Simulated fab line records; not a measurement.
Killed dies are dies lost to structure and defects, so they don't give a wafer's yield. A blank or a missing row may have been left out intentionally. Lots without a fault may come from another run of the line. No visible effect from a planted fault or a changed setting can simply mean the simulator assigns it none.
Chamber matching || flow n5Finfet || 4 sister chambers for N5_BEOL_M1_ETCH_64 on rieDiel-01
The step etches SOC in N2/H2, target depth 75 nm, overetch 15 nm, time 112.5 s. 4 wafers are shown with their chamber, then 8 later ones without.

## EACH WAFER AND ITS CHAMBER
{"wafer": "L079.6", "chamber": 2, "showerheadPlenumPTorr (Torr)": 2.41}
{"wafer": "L081.1", "chamber": 3, "showerheadPlenumPTorr (Torr)": 2.48}
{"wafer": "L084.6", "chamber": 1, "showerheadPlenumPTorr (Torr)": 2.52}
{"wafer": "L088.2", "chamber": 0, "showerheadPlenumPTorr (Torr)": 2.64}

## WAFERS MISSING THEIR CHAMBER
{"wafer": "L088.5", "showerheadPlenumPTorr (Torr)": 2.52}
{"wafer": "L088.6", "showerheadPlenumPTorr (Torr)": 2.40}
{"wafer": "L091.1", "showerheadPlenumPTorr (Torr)": 2.64}
{"wafer": "L091.3", "showerheadPlenumPTorr (Torr)": 2.40}
{"wafer": "L091.4", "showerheadPlenumPTorr (Torr)": 2.52}
{"wafer": "L095.2", "showerheadPlenumPTorr (Torr)": 2.64}
{"wafer": "L095.4", "showerheadPlenumPTorr (Torr)": 2.51}
{"wafer": "L095.5", "showerheadPlenumPTorr (Torr)": 2.40}

## EACH ONE'S CHAMBER
{"wafer": "L088.5", "from the rows above": 1, "in truth": 1}
{"wafer": "L088.6", "from the rows above": 2, "in truth": 2}
{"wafer": "L091.1", "from the rows above": 0, "in truth": 0}
{"wafer": "L091.3", "from the rows above": 2, "in truth": 2}
{"wafer": "L091.4", "from the rows above": 1, "in truth": 1}
{"wafer": "L095.2", "from the rows above": 0, "in truth": 0}
{"wafer": "L095.4", "from the rows above": 1, "in truth": 1}
{"wafer": "L095.5", "from the rows above": 2, "in truth": 2}
Correctly placed: 8 of 8. Left unplaced by these rows: 0. Wrongly placed: 0.
How it was worked out, from the rows above alone: a wafer's distance from a chamber is the root of the sum, over the readings, of the square of ((its reading less the chamber's mean) divided by the reading's scatter). The wafer belongs to the nearest chamber; if the next one is less than 2 further off, it can't be placed. Each chamber's mean is taken over the wafers shown for it. The scatter (one wafer shown for each chamber): square how far every hidden wafer sits from the nearest shown wafer, average those squares and take the square root.
